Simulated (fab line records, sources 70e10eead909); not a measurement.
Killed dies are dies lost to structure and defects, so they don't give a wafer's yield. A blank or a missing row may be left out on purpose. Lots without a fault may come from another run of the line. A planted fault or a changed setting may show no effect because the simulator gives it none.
fab line records | flow nand_harc
record lots=5 wafers=15 last_day=33
route steps=1302 shown A_WL_FILL@967 A_CONTACT@983
lots that met no fault: from a run of the same line without faults
start_h: hours from the record's first day to the start of the lot's first wafer shown | wait_h: hours since the lot's step before | " the same as in the row above | L1.1+2: a row that stands for several wafers | - no value, or no start given | * or withheld: withheld | < > ~ a bound
route shown NAME@n: a module of which the file shows steps, and the number in the route of the first | usual: mean/standard deviation of fault-free wafers | same: alike in all rows | chamber/n: place in a boat | sites: the reading at each site | _std_site: their standard deviation | _edge_site: outer sites' mean less inner sites' | radius_mm: how far each site lies from the wafer's centre | mask NAME#n: copy n | behind: the tool/chamber that last shaped the wafer | hold: why the lot was held/for how many hours/how that ended | device: the transistor (n, p or np) that didn't switch | end of line: the same wafers' tests at the end of the route | a step without rows: its recipe alone | killed: dies lost to structure and defects at the first sort, not the wafer's yield | map: a wafer's dies, x killed, . not, _ none there
set.NAME: the setting as run; set.NAME@STEP: as run at that earlier step | model.NAME: the simulator's own value behind a step, which no gauge read
lots at some steps of the route; a table a step, a row a wafer
services: from which hour (start_h, from the record's first day; less than 0 if before it) a tool's chamber was out of use, for how many hours, and why
## steps
# step NHARC_A_WL_FILL_STRIP_29
# recipe time_s=20 o2_flow_sccm=500 ar_flow_sccm=0 bias_w=0 chemistry=O2
# usual drypump_motor_current_A=5.6/0.51 oes_product_au=1.002/0.0072 rf_vpp_V=57.6/0.85 showerhead_plenum_p_Torr=3.49/0.15 throttle_valve_pct=17.037/0.0091
# same bias_w=0
# columns lot.wafer tool chamber start_h wait_h drypump_motor_current_A oes_product_au rf_hours_counter_h rf_vpp_V showerhead_plenum_p_Torr throttle_valve_pct
L074.1 rie_diel-05 2 496.37 0.1 6.5 0.993 1.9 59.3 3.68 17.031
L074.3 " 0 " " 5.3 0.995 2.1 57.7 3.31 17.036
L074.5 " 0 " " 5.3 0.999 - 57.2 3.32 17.027
L078.2 rie_diel-09 1 520.03 0.1 5.2 1.007 0.7 57.8 3.64 17.026
L078.3 " 2 " " 5.5 1.008 0.7 59.1 3.29 17.038
L078.5 " 0 " " 5.1 1.000 - 56.4 3.44 17.042
L089.2 rie_diel-07 1 624.34 0.1 6.5 1.003 3.0 57.4 3.40 17.027
L089.4 " 3 " " 6.0 0.996 2.9 58.8 3.69 17.033
L089.5 " 2 " " 5.2 1.004 - 57.0 3.44 17.038
L091.3 rie_diel-09 0 635.64 0.1 5.1 0.998 5.7 56.1 3.44 17.042
L091.2 " 1 " " 5.2 1.007 5.8 58.4 3.63 17.025
L091.5 " 0 " " 5.1 1.016 - 57.8 3.44 17.042
L096.3 rie_diel-05 0 695.18 0.1 5.3 1.000 3.0 57.6 3.31 17.040
L096.1 " 1 " " 5.9 0.992 2.7 55.9 3.37 17.040
L096.5 " 0 " " 5.3 1.006 - 57.4 3.31 17.048
# step NHARC_A_WL_FILL_ETCHBACK_17
# recipe target_depth_a=40 time_s=26.7 chemistry=Cl2/BCl3
# usual drypump_motor_current_A=5.9/0.46 oes_product_au=0.997/0.0075
# columns lot.wafer tool chamber start_h wait_h drypump_motor_current_A oes_product_au rf_hours_counter_h
L074.1 rie_metal-02 0 496.49 - 5.2 0.994 0.7
L074.3 " 0 " " 5.2 1.004 -
L074.5 " 0 " " 5.2 0.999 -
L078.2 rie_metal-02 1 520.13 - 6.1 0.986 1.1
L078.3 " 1 " " 6.1 0.994 -
L078.5 " 0 " " 5.2 0.994 -
L089.2 rie_metal-01 1 624.45 - 5.9 1.002 0.7
L089.4 " 0 " " 6.5 1.016 -
L089.5 " 1 " " 5.9 0.993 -
L091.2 rie_metal-01 1 635.74 - 5.9 0.995 0.7
L091.3 " 0 " " 6.5 0.997 -
L091.5 " 1 " " 5.9 0.991 -
L096.1 rie_metal-02 0 695.26 - 5.2 0.990 1.6
L096.3 " 0 " " 5.2 1.000 -
L096.5 " 0 " " 5.2 0.988 -
# step NHARC_A_WL_FILL_PRECLEAN_18
# recipe time_s=30 chemistry=dHF
# columns lot.wafer tool chamber start_h wait_h
L074.3+5+1 wet_bench-09 3,5,6 496.68 0.1
L078.2+3+5 wet_bench-02 3,4,0 520.29 0.1
L089.4+5+2 wet_bench-05 7,2,3 624.62 0.1
L091.3+2+5 wet_bench-05 0,2,3 635.91 0.1
L096.3+5+1 wet_bench-09 7,3,4 695.57 0.2
# step NHARC_A_WL_FILL_SRD_21
# columns lot.wafer tool chamber start_h wait_h
L074.3+5+1 wet_bench-09 3,5,6 496.70 0.0
L078.2+3+5 wet_bench-02 3,4,0 520.32 0.0
L089.4+5+2 wet_bench-05 7,2,3 624.64 0.0
L091.3+2+5 wet_bench-05 0,2,3 635.94 0.0
L096.3+5+1 wet_bench-09 7,3,4 695.59 0.0
# step NHARC_A_WL_FILL_CVD_23
# recipe target_thk_a=400 temp_c=620 pressure_mtorr=200 time_s=800 material=poly-Si
# usual spike_tc_top_C=638.9/1.6 spike_tc_upper_C=619.2/1.1
# columns lot.wafer tool chamber start_h wait_h spike_tc_top_C spike_tc_upper_C
L074.1 lpcvd_poly-03 0 499.11 2.4 639.3 620.9
L074.3 " 0 " " 639.6 620.1
L074.5 " 0 " " 640.1 621.6
L078.2 lpcvd_poly-02 0 522.58 2.3 638.3 616.2
L078.3 " 0 " " 638.5 619.7
L078.5 " 0 " " 637.8 617.3
L089.2 lpcvd_poly-04 0 627.07 2.4 637.9 618.9
L089.4 " 0 " " 638.4 619.2
L089.5 " 0 " " 638.9 619.2
L091.2 lpcvd_poly-03 0 638.38 2.4 640.5 619.9
L091.3 " 0 " " 639.7 618.1
L091.5 " 0 " " 639.8 620.9
L096.1 lpcvd_poly-04 0 698.03 - 638.7 620.8
L096.3 " 0 " " 637.8 617.5
L096.5 " 0 " " 637.1 619.3
# step NHARC_A_WL_FILL_ETCHBACK_26
# recipe target_depth_a=520 time_s=13.3 hbr_flow_sccm=150 rf_w=350 icp_w=350 bias_w=60 chemistry=HBr
# usual bias_w=59.97/0.18 drypump_motor_current_A=5.73/0.27 oes_product_au=1.000/0.0087 throttle_valve_pct=23.266/0.0095
# columns lot.wafer tool chamber start_h wait_h bias_w drypump_motor_current_A oes_product_au rf_hours_counter_h throttle_valve_pct
L074.1 rie_si-03 3 501.68 0.4 59.85 6.14 1.009 0.51 23.261
L074.3 " 1 " " 59.58 5.26 0.993 0.69 23.251
L074.5 " 3 " " 59.83 6.15 0.992 - 23.281
L078.3 rie_si-03 3 525.20 0.4 60.14 6.13 0.998 0.70 23.289
L078.2 " 1 " " 59.86 5.26 0.987 0.88 23.279
L078.5 " 1 " " 60.02 5.26 0.997 - 23.246
L089.4 rie_si-03 0 629.65 0.4 60.18 5.69 0.990 0.35 23.270
L089.2 " 1 " " 59.79 5.27 0.983 0.33 23.260
L089.5 " 0 " " 60.03 5.68 0.987 - 23.274
L091.2 rie_si-05 0 641.00 0.4 60.21 5.90 1.009 1.00 23.261
L091.3 " 1 " " 60.00 5.86 1.007 1.02 23.284
L091.5 " 3 " " 59.82 5.69 0.994 - 23.268
L096.3 rie_si-05 2 700.60 0.4 59.64 5.51 1.013 0.18 23.268
L096.1 " 0 " " 59.94 5.92 1.014 0.24 23.263
L096.5 " 2 " " 59.72 5.50 1.012 - 23.270
# step NHARC_A_WL_FILL_PRECLEAN_30
# recipe time_s=10 chemistry=dHF
# columns lot.wafer tool chamber start_h wait_h
L074.5+1+3 wet_bench-09 6,7,2 501.82 0.1
L078.5+2+3 wet_bench-09 7,1,3 525.35 0.1
L089.2+4+5 wet_bench-09 3,5,7 629.80 0.1
L091.2+3+5 wet_bench-05 1,5,6 641.13 0.1
L096.1+3+5 wet_bench-02 7,2,3 700.75 0.1
# step NHARC_A_WL_FILL_SRD_14
# columns lot.wafer tool chamber start_h wait_h
L074.5+1+3 wet_bench-09 6,7,2 501.84 0.0
L078.5+2+3 wet_bench-09 7,1,3 525.37 0.0
L089.2+4+5 wet_bench-09 3,5,7 629.82 0.0
L091.2+3+5 wet_bench-05 1,5,6 641.15 0.0
L096.1+3+5 wet_bench-02 7,2,3 700.78 0.0
# step NHARC_A_WL_FILL_ALD_19
# recipe target_thk_a=20 pulse_time_s=3 ald_cycles=100 temp_c=450 material=TiN
# usual heater_power_w=1064/78 precursor_pulse_height_rel=1.000/0.017
# same pulse_time_s=3
# columns lot.wafer tool chamber start_h wait_h heater_power_w precursor_pulse_height_rel
L074.3 ald_metal-02 1 501.94 0.1 1081 1.008
L074.1 " 2 " " 1150 1.019
L074.5 " 2 " " 1144 0.982
L078.3 ald_metal-01 3 525.48 0.1 1085 0.996
L078.2 " 1 " " 1096 0.989
L078.5 " 0 " " 1039 0.994
L089.4 ald_metal-04 2 629.92 0.1 1124 1.014
L089.2 " 3 " " 909 1.005
L089.5 " 2 " " 1153 1.031
L091.2 ald_metal-04 2 641.27 0.1 1152 1.006
L091.3 " 3 " " 889 0.987
L091.5 " 1 " " 1079 1.005
L096.3 ald_metal-02 2 700.88 0.1 1137 1.009
L096.1 " 0 " " 1001 1.001
L096.5 " 2 " " 1163 1.007
# step NHARC_A_WL_FILL_CVD_20
# recipe target_thk_a=1000 temp_c=400 pressure_torr=40 wf6_flow_sccm=40 h2_flow_sccm=1600 ar_flow_sccm=1560 time_s=74 material=W
# usual heater_power_w=834/85 mfc_h2_sccm=1600/5.3 throttle_valve_pct=7.9/0.38
# columns lot.wafer tool chamber start_h wait_h heater_power_w mfc_h2_sccm throttle_valve_pct
L074.1 cvd_w-01 0 - - 709 1603 7.7
L074.3 " 1 " " 792 1594 8.2
L074.5 " 0 " " 710 1599 7.6
L078.2 cvd_w-02 1 - - 917 1609 8.4
L078.3 " 0 " " 875 1604 7.9
L078.5 " 1 " " 905 1605 7.9
L089.2 cvd_w-01 1 - - 850 1597 8.3
L089.4 " 1 " " 851 1590 8.3
L089.5 " 1 " " 855 1601 8.3
L091.2 cvd_w-01 0 - - 712 1605 7.3
L091.3 " 1 " " 849 1599 8.5
L091.5 " 0 " " 710 1596 7.3
L096.1 cvd_w-01 1 - - 863 1598 8.6
L096.3 " 0 " " 713 1597 7.7
L096.5 " 1 " " 874 1599 8.4
# step NHARC_A_WL_FILL_CMP_12
# recipe t_overpolish_s=30 target_thk_nm=100
# usual motor_current_A=12.3/1.3 overpolish_run_s=30.001/0.0087 time_to_endpoint_s=19.8/2
# columns lot.wafer tool chamber start_h wait_h motor_current_A overpolish_run_s time_to_endpoint_s
L074.3 cmp-01 0 502.32 0.1 13.5 29.995 18.8
L074.1 " 3 " " 12.8 30.002 19.7
L074.5 " 0 " " 13.7 30.000 18.1
L078.3 cmp-04 0 525.91 0.2 14.8 30.006 22.2
L078.2 " 1 " " 14.0 29.995 20.6
L078.5 " 2 " " 10.7 29.997 19.9
L089.2 cmp-03 1 630.35 0.2 13.1 30.001 20.6
L089.4 " 2 " " 11.8 29.992 23.9
L089.5 " 0 " " 11.7 30.013 21.9
L091.2 cmp-01 0 641.66 0.2 13.6 29.988 18.8
L091.3 " 2 " " 11.9 29.996 21.9
L091.5 " 3 " " 11.8 29.993 20.5
L096.3 cmp-03 3 701.26 0.1 12.4 29.997 18.8
L096.1 " 0 " " 11.6 29.999 17.5
L096.5 " 0 " " 10.9 30.008 19.9
# step NHARC_A_WL_FILL_SRD_31
# columns lot.wafer tool chamber start_h wait_h
L074.3+5+1 wet_bench-09 3,4,7 502.64 0.0
L078.5+3+2 wet_bench-05 5,7,0 526.18 0.0
L089.4+2+5 wet_bench-09 6,7,1 630.62 0.0
L091.3+5+2 wet_bench-05 3,6,7 641.96 0.0
L096.3+5+1 wet_bench-05 1,3,6 701.57 0.0
# step NHARC_A_WL_FILL_INSPECT_15
# usual raw_defect_count=467/110
# columns lot.wafer tool chamber start_h wait_h raw_defect_count
L074.1 defect_inspect-02 - 502.83 0.0 559
L074.3 " - " " 488
L074.5 " - " " 455
L078.2 defect_inspect-01 - 526.35 0.0 492
L078.3 " - " " 461
L078.5 " - " " 415
L089.2 defect_inspect-01 - 630.76 0.0 339
L089.4 " - " " 448
L089.5 " - " " 461
L091.2 defect_inspect-01 - 642.12 0.0 363
L091.3 " - " " 366
L091.5 " - " " 336
L096.1 defect_inspect-01 - 701.75 0.0 401
L096.3 " - " " 405
L096.5 " - " " 389
# step NHARC_A_CONTACT_DEP_24
# recipe target_thk_a=5000 temp_c=400 pressure_torr=6.5 rf_w=900 teos_flow_sccm=161.4 flow_sccm=2650 target_thk_nm=500 gas=O2 material=SiO2
# usual heater_power_w=540/71 throttle_valve_pct=16.0/0.5
# columns lot.wafer tool chamber start_h wait_h heater_power_w throttle_valve_pct
L074.1 pecvd-04 2 502.90 0.1 650 16.7
L074.3 " 2 " " 694 16.7
L074.5 " 2 " " 525 16.9
L078.2 pecvd-02 1 526.48 0.1 452 15.6
L078.3 " 2 " " 455 16.3
L078.5 " 2 " " 471 16.1
L089.2 pecvd-01 1 630.89 0.1 469 15.2
L089.5 " 1 " " 502 15.6
L089.4 " 2 " " 388 16.0
L091.3 pecvd-01 2 642.19 0.1 498 15.9
L091.2 " 1 " " 474 15.7
L091.5 " 2 " " 514 15.7
L096.3 pecvd-04 0 701.88 0.1 594 16.0
L096.1 " 1 " " 500 16.5
L096.5 " 0 " " 459 15.7
# step NHARC_A_CONTACT_DEP_28
# recipe target_thk_a=70000 temp_c=400 material=aC
# usual throttle_valve_pct=35.000/0.0099
# columns lot.wafer tool chamber start_h wait_h throttle_valve_pct
L074.1 acl_dep-02 0 505.95 2.3 35.001
L074.3 " 0 507.37 3.7 34.986
L074.5 " 0 508.79 5.1 34.996
L078.2 acl_dep-01 0 529.28 2.3 35.004
L078.3 " 0 " " 34.985
L078.5 " 0 531.39 4.4 35.004
L089.2 acl_dep-01 0 635.70 4.3 34.974
L089.4 " 0 637.12 5.7 35.005
L089.5 " 0 " " 34.989
L091.2 acl_dep-02 0 648.34 5.6 34.983
L091.3 " 0 " " 35.003
L091.5 " 0 650.41 7.7 35.014
L096.1 acl_dep-02 0 702.42 0.1 35.007
L096.3 " 0 703.85 1.5 35.012
L096.5 " 0 705.28 2.9 34.993
# step NHARC_A_CONTACT_DEP_29
# recipe target_thk_a=1000 target_thk_nm=100 temp_c=400 pressure_torr=3.5 flow_sccm=200 rf_w=350 material=SiON
# usual heater_power_w=736/76
# columns lot.wafer tool chamber start_h wait_h heater_power_w
L074.1 pecvd-02 2 510.26 3.6 559
L074.3 " 0 " " 807
L074.5 " 0 " " 797
L078.2 pecvd-04 1 532.83 2.8 730
L078.3 " 2 " " 753
L078.5 " 0 " " 709
L089.2 pecvd-01 0 639.27 2.9 870
L089.4 " 1 " " 731
L089.5 " 1 " " 766
L091.3 pecvd-04 2 651.81 2.1 822
L091.2 " 1 " " 673
L091.5 " 2 " " 820
L096.1 pecvd-04 0 706.73 3.6 675
L096.3 " 2 " " 808
L096.5 " 0 " " 704
# step NHARC_A_CONTACT_DEHYDRATE_32
# recipe temp_c=150 time_s=120
# usual heater_power_total_W=182.5/1.2 resist_line_temp_C=23.00/0.11
# columns lot.wafer tool chamber start_h wait_h heater_power_total_W resist_line_temp_C
L074.1 litho_track-04 0 510.50 0.2 183.6 22.92
L074.3 " 0 " " 182.2 23.02
L074.5 " 0 " " 180.8 22.92
L078.2 litho_track-01 0 533.10 0.2 184.2 22.98
L078.3 " 0 " " 183.4 23.01
L078.5 " 0 " " 183.8 22.90
L089.2 litho_track-01 0 639.63 0.3 182.8 23.23
L089.4 " 0 " " 182.3 23.11
L089.5 " 0 " " 181.7 23.15
L091.2 litho_track-01 0 652.08 0.2 182.4 23.05
L091.3 " 0 " " 182.5 22.97
L091.5 " 0 " " 181.5 23.24
L096.1 litho_track-01 0 707.00 0.2 183.6 22.98
L096.3 " 0 " " 182.3 23.08
L096.5 " 0 " " 184.0 22.89
# step NHARC_A_CONTACT_HMDS_33
# recipe time_s=30
# usual resist_line_temp_C=23.01/0.099
# columns lot.wafer tool chamber start_h wait_h resist_line_temp_C
L074.1 litho_track-04 0 - - 22.95
L074.3 " 0 " " 23.05
L074.5 " 0 " " 22.98
L078.2 litho_track-01 0 - - 23.01
L078.3 " 0 " " 22.79
L078.5 " 0 " " 22.98
L089.2 litho_track-01 0 - - 22.92
L089.4 " 0 " " 22.91
L089.5 " 0 " " 23.08
L091.2 litho_track-01 0 - - 23.02
L091.3 " 0 " " 23.14
L091.5 " 0 " " 22.97
L096.1 litho_track-01 0 - - 22.83
L096.3 " 0 " " 23.07
L096.5 " 0 " " 23.11
# step NHARC_A_CONTACT_COAT_34
# recipe temp_c=260 time_s=75
# usual heater_power_total_W=486.9/1.7 resist_line_temp_C=23.01/0.11
# columns lot.wafer tool chamber start_h wait_h heater_power_total_W resist_line_temp_C
L074.1 litho_track-04 0 - - 485.4 22.95
L074.3 " 0 " " 489.1 23.09
L074.5 " 0 " " 486.6 23.03
L078.2 litho_track-01 0 - - 489.6 23.06
L078.3 " 0 " " 488.7 22.97
L078.5 " 0 " " 487.3 23.24
L089.2 litho_track-01 0 - - 484.9 23.04
L089.4 " 0 " " 487.3 23.17
L089.5 " 0 " " 487.5 23.09
L091.2 litho_track-01 0 - - 489.0 23.13
L091.3 " 0 " " 487.4 23.10
L091.5 " 0 " " 484.6 22.98
L096.1 litho_track-01 0 - - 486.1 22.85
L096.3 " 0 " " 486.8 23.05
L096.5 " 0 " " 486.0 23.05
# step NHARC_A_CONTACT_COAT_35
# recipe temp_c=225 time_s=65
# usual heater_power_total_W=446.7/2 resist_line_temp_C=22.99/0.086
# columns lot.wafer tool chamber start_h wait_h heater_power_total_W resist_line_temp_C
L074.1 litho_track-04 0 - - 446.1 22.96
L074.3 " 0 " " 449.6 23.24
L074.5 " 0 " " 445.1 23.05
L078.2 litho_track-01 0 - - 449.4 22.84
L078.3 " 0 " " 446.3 22.92
L078.5 " 0 " " 448.0 22.96
L089.2 litho_track-01 0 - - 446.6 23.02
L089.4 " 0 " " 447.5 23.01
L089.5 " 0 " " 446.4 23.00
L091.2 litho_track-01 0 - - 444.0 23.03
L091.3 " 0 " " 448.0 23.15
L091.5 " 0 " " 445.9 22.97
L096.1 litho_track-01 0 - - 444.6 22.99
L096.3 " 0 " " 449.5 23.02
L096.5 " 0 " " 449.2 22.97
# step NHARC_A_CONTACT_COAT_36
# recipe spin_rpm=1500 resist_thk_nm=90
# usual resist_line_temp_C=23.02/0.12 spin_speed_rpm=1500.1/1
# columns lot.wafer tool chamber start_h wait_h resist_line_temp_C spin_speed_rpm
L074.1 litho_track-04 0 - - 23.18 1499.8
L074.3 " 0 " " 23.05 1500.8
L074.5 " 0 " " 23.05 1500.3
L078.2 litho_track-01 0 - - 22.93 1499.7
L078.3 " 0 " " 22.97 1499.6
L078.5 " 0 " " 23.04 1499.6
L089.2 litho_track-01 0 - - 23.20 1499.6
L089.4 " 0 " " 23.09 1500.4
L089.5 " 0 " " 22.93 1498.7
L091.2 litho_track-01 0 - - 22.74 1499.5
L091.3 " 0 " " 22.73 1499.1
L091.5 " 0 " " 22.75 1500.5
L096.1 litho_track-01 0 - - 23.01 1498.4
L096.3 " 0 " " 22.77 1498.1
L096.5 " 0 " " 22.86 1500.1
# step NHARC_A_CONTACT_SOFTBAKE_37
# recipe temp_c=105 time_s=55
# usual heater_power_total_W=188.45/0.14 resist_line_temp_C=23.00/0.12
# columns lot.wafer tool chamber start_h wait_h heater_power_total_W resist_line_temp_C
L074.1 litho_track-04 0 - - 188.50 23.14
L074.3 " 0 " " 188.72 23.15
L074.5 " 0 " " 188.52 23.04
L078.2 litho_track-01 0 - - 188.29 23.26
L078.3 " 0 " " 188.40 23.08
L078.5 " 0 " " 188.37 22.94
L089.2 litho_track-01 0 - - 188.46 22.85
L089.4 " 0 " " 188.32 23.15
L089.5 " 0 " " 188.68 22.96
L091.2 litho_track-01 0 - - 188.47 23.16
L091.3 " 0 " " 188.30 23.31
L091.5 " 0 " " 188.79 23.24
L096.1 litho_track-01 0 - - 188.47 23.01
L096.3 " 0 " " 188.43 23.20
L096.5 " 0 " " 188.38 23.12
# step NHARC_A_CONTACT_EBR_38
# usual resist_line_temp_C=22.98/0.1
# columns lot.wafer tool chamber start_h wait_h resist_line_temp_C
L074.1 litho_track-04 0 - - 22.98
L074.3 " 0 " " 23.09
L074.5 " 0 " " 23.11
L078.2 litho_track-01 0 - - 22.95
L078.3 " 0 " " 23.08
L078.5 " 0 " " 23.06
L089.2 litho_track-01 0 - - 23.09
L089.4 " 0 " " 22.87
L089.5 " 0 " " 23.08
L091.2 litho_track-01 0 - - 23.07
L091.3 " 0 " " 22.87
L091.5 " 0 " " 22.78
L096.1 litho_track-01 0 - - 22.93
L096.3 " 0 " " 23.06
L096.5 " 0 " " 22.97
# step NHARC_A_CONTACT_EXPOSE_39
# recipe na=1.35 sigma_outer=0.8 dose_mj=58.79 mask_id=A_CC_3
# columns lot.wafer tool chamber start_h wait_h mask
L074.1+3+5 arfi_scanner-02 0 510.81 - A_CC_3#0
L078.2+3+5 arfi_scanner-03 0 533.41 - A_CC_3#0
L089.2+4+5 arfi_scanner-01 0 639.82 - A_CC_3#0
L091.2+3+5 arfi_scanner-02 0 652.40 - A_CC_3#0
L096.1+3+5 arfi_scanner-01 0 707.31 - A_CC_3#0
# step NHARC_A_CONTACT_PEB_40
# recipe peb_temp_c=100 peb_time_s=65
# usual heater_power_total_W=156.5/0.44 resist_line_temp_C=22.98/0.1
# columns lot.wafer tool chamber start_h wait_h heater_power_total_W resist_line_temp_C
L074.1 litho_track-06 0 510.87 0.1 156.3 22.94
L074.3 " 0 " " 157.1 22.97
L074.5 " 0 " " 157.1 22.99
L078.2 litho_track-04 0 533.47 0.1 156.3 22.99
L078.3 " 0 " " 157.2 22.97
L078.5 " 0 " " 155.9 22.94
L089.2 litho_track-06 0 639.87 0.1 157.0 22.96
L089.4 " 0 " " 156.2 23.00
L089.5 " 0 " " 156.2 22.83
L091.2 litho_track-06 0 652.45 0.1 157.1 23.28
L091.3 " 0 " " 156.4 23.09
L091.5 " 0 " " 157.0 23.05
L096.1 litho_track-04 0 707.37 0.1 156.1 22.96
L096.3 " 0 " " 156.3 23.00
L096.5 " 0 " " 156.3 23.08
# step NHARC_A_CONTACT_DEVELOP_41
# recipe develop_time_s=35 dev_temp_c=23
# usual resist_line_temp_C=22.98/0.11
# columns lot.wafer tool chamber start_h wait_h resist_line_temp_C
L074.1 litho_track-06 0 - - 23.12
L074.3 " 0 " " 23.07
L074.5 " 0 " " 22.97
L078.2 litho_track-04 0 - - 23.10
L078.3 " 0 " " 23.14
L078.5 " 0 " " 23.10
L089.2 litho_track-06 0 - - 22.99
L089.4 " 0 " " 22.98
L089.5 " 0 " " 23.07
L091.2 litho_track-06 0 - - 22.89
L091.3 " 0 " " 22.83
L091.5 " 0 " " 22.91
L096.1 litho_track-04 0 - - 22.89
L096.3 " 0 " " 23.04
L096.5 " 0 " " 22.98
# step NHARC_A_CONTACT_CD_MEAS_42
# recipe target_cd_nm=300 landing_energy_ev=500
# usual cd_nm=300.0/0.45
# columns lot.wafer tool chamber start_h wait_h cd_nm
L074.1 cd_sem-02 0 510.95 - 300.7
L074.3 " 0 " " 300.7
L074.5 " 0 " " 300.4
L078.2 cd_sem-03 0 533.55 - 298.8
L078.3 " 0 " " 299.3
L078.5 " 0 " " 299.6
L089.2 cd_sem-02 0 639.95 - 300.5
L089.4 " 0 " " 300.5
L089.5 " 0 " " 300.6
L091.2 cd_sem-02 0 652.53 - 300.7
L091.3 " 0 " " 300.1
L091.5 " 0 " " 300.4
L096.1 cd_sem-02 0 707.45 - 300.6
L096.3 " 0 " " 300.5
L096.5 " 0 " " 300.3
# step NHARC_A_CONTACT_OVL_MEAS_43
# usual overlay_x_nm=-0.2/0.83 overlay_y_nm=0.4/0.74
# columns lot.wafer tool chamber start_h wait_h overlay_x_nm overlay_y_nm
L074.1 overlay-01 - 511.04 - -1.5 1.2
L074.3 " - " " -2.1 0.7
L074.5 " - " " -1.7 1.0
L078.2 overlay-02 - 533.63 - -1.2 -0.2
L078.3 " - " " -0.4 0.0
L078.5 " - " " -0.7 -0.3
L089.2 overlay-02 - 640.04 - -0.9 0.4
L089.4 " - " " -0.3 0.4
L089.5 " - " " -0.4 0.4
L091.2 overlay-01 - 652.62 - -0.1 0.2
L091.3 " - " " 0.6 0.1
L091.5 " - " " 0.6 -0.4
L096.1 overlay-01 - 707.54 - 0.2 0.0
L096.3 " - " " 0.5 -0.2
L096.5 " - " " 0.6 0.1
# step NHARC_A_CONTACT_INSPECT_44
# usual raw_defect_count=77/35
# columns lot.wafer tool chamber start_h wait_h raw_defect_count
L074.1 defect_inspect-02 - 511.08 0.0 69
L074.3 " - " " 67
L074.5 " - " " 67
L078.2 defect_inspect-02 - 533.67 0.0 82
L078.3 " - " " 79
L078.5 " - " " 83
L089.2 defect_inspect-01 - 640.08 0.0 23
L089.4 " - " " 27
L089.5 " - " " 27
L091.2 defect_inspect-02 - 652.66 0.0 23
L091.3 " - " " 24
L091.5 " - " " 24
L096.1 defect_inspect-02 - 707.58 0.0 96
L096.3 " - " " 68
L096.5 " - " " 86
# step NHARC_A_CONTACT_DESCUM_47
# recipe time_s=3 o2_flow_sccm=200 ar_flow_sccm=0 bias_power_w=0 chemistry=O2
# usual drypump_motor_current_A=5.7/0.46 oes_product_au=0.997/0.0082 rf_vpp_V=57.8/0.92 showerhead_plenum_p_Torr=1.90/0.084 throttle_valve_pct=11.310/0.0091
# columns lot.wafer tool chamber start_h wait_h drypump_motor_current_A oes_product_au rf_hours_counter_h rf_vpp_V showerhead_plenum_p_Torr throttle_valve_pct
L074.3 rie_diel-01 1 511.14 0.1 6.3 1.011 14 57.5 1.92 11.304
L074.1 " 0 " " 5.0 0.985 16 59.1 1.90 11.308
L074.5 " 2 " " 5.7 0.998 - 58.4 1.84 11.320
L078.2 rie_diel-01 0 533.73 0.1 5.0 0.995 23 58.6 1.90 11.314
L078.3 " 1 " " 6.3 0.997 20 55.8 1.92 11.306
L078.5 " 0 " " 5.0 0.991 - 58.7 1.90 11.308
L089.2 rie_diel-01 3 640.16 0.1 5.4 0.996 12 59.1 1.86 11.295
L089.5 " 0 " " 5.0 0.976 - 58.7 1.89 11.327
L089.4 " 1 " " 6.3 1.012 - 57.7 1.91 11.310
L091.3 rie_diel-03 0 652.72 0.1 4.9 1.004 3 57.9 1.94 11.333
L091.2 " 1 " " 5.3 0.999 3 58.0 2.04 11.317
L091.5 " 3 " " 5.6 1.003 - 57.6 1.83 11.307
L096.1 rie_diel-01 2 707.65 0.1 5.7 0.995 7 58.6 1.84 11.320
L096.3 " 0 " " 5.1 1.002 22 56.6 1.89 11.302
L096.5 " 2 " " 5.7 1.004 - 57.1 1.84 11.308
# step NHARC_A_CONTACT_ETCH_48
# recipe target_depth_a=390 over_etch_frac=0.3 time_s=65 ion_energy_ev=80 cf4_flow_sccm=150 ar_flow_sccm=0 rf_w=300 bias_w=100 chemistry=CF4
# usual bias_w=100.01/0.29 drypump_motor_current_A=5.6/0.44 oes_product_au=0.996/0.0079 rf_vpp_V=151.0/1.2 showerhead_plenum_p_Torr=1.75/0.071 throttle_valve_pct=13.284/0.0097
# columns lot.wafer tool chamber start_h wait_h bias_w drypump_motor_current_A oes_product_au rf_hours_counter_h rf_vpp_V showerhead_plenum_p_Torr throttle_valve_pct
L074.3 rie_diel-01 3 511.22 0.1 100.04 5.4 0.990 19 151.0 1.73 13.283
L074.1 " 2 " " 99.91 5.7 0.992 18 149.3 1.71 13.275
L074.5 " 0 " " 100.06 5.0 0.991 - 151.2 1.76 13.283
L078.2 rie_diel-01 2 533.82 0.1 100.44 5.7 1.007 25 150.3 1.71 13.281
L078.3 " 1 " " 99.75 6.3 1.005 20 150.5 1.77 13.286
L078.5 " 2 " " 100.51 5.7 0.994 - 150.5 1.71 13.286
L089.2 rie_diel-01 0 640.26 0.1 100.39 5.1 0.992 10 151.3 1.75 13.284
L089.5 " 1 " " 99.92 6.3 1.003 - 151.1 1.77 13.301
L089.4 " 0 " " 100.09 5.1 0.987 - 151.4 1.75 13.284
L091.3 rie_diel-03 1 652.81 0.1 99.91 5.3 0.988 3 151.9 1.88 13.283
L091.2 " 3 " " 100.35 5.5 1.008 6 150.7 1.70 13.282
L091.5 " 1 " " 99.80 5.3 0.990 - 151.3 1.88 13.286
L096.1 rie_diel-01 2 707.72 0.1 99.67 5.7 1.009 7 152.2 1.70 13.280
L096.3 " 3 " " 99.75 5.4 0.994 23 150.4 1.72 13.280
L096.5 " 3 " " 100.36 5.4 1.003 - 150.4 1.72 13.291
## services
# columns tool chamber start_h hours kind
cvd_w-01 - 475.13 1.3 repair
rie_si-03 3 483.44 12.3 repair
pecvd-01 - 492.00 13.0 pm
pecvd-04 1 492.40 15.6 repair
cvd_w-01 0 502.85 18.8 repair
litho_track-01 - 505.00 7.0 pm
rie_si-03 0 510.09 16.3 repair
pecvd-04 - 518.75 1.7 repair
wet_bench-09 - 528.80 8.0 pm
litho_track-06 - 529.00 7.0 pm
pecvd-01 0 543.82 6.2 repair
cvd_w-01 - 547.05 13.0 pm
litho_track-04 - 553.00 7.0 pm
rie_diel-01 - 558.38 9.0 pm
wet_bench-05 - 561.11 1.0 repair
rie_diel-01 2 582.28 79.9 repair
rie_diel-01 0 588.77 4.8 repair
wet_bench-02 - 596.00 8.0 pm
wet_bench-05 - 612.84 8.0 pm
pecvd-04 - 631.28 13.0 pm
rie_diel-01 - 650.49 0.4 repair
litho_track-01 - 680.00 7.0 pm
litho_track-06 - 704.00 7.0 pm
wet_bench-09 - 704.80 8.0 pm
## key
fault none
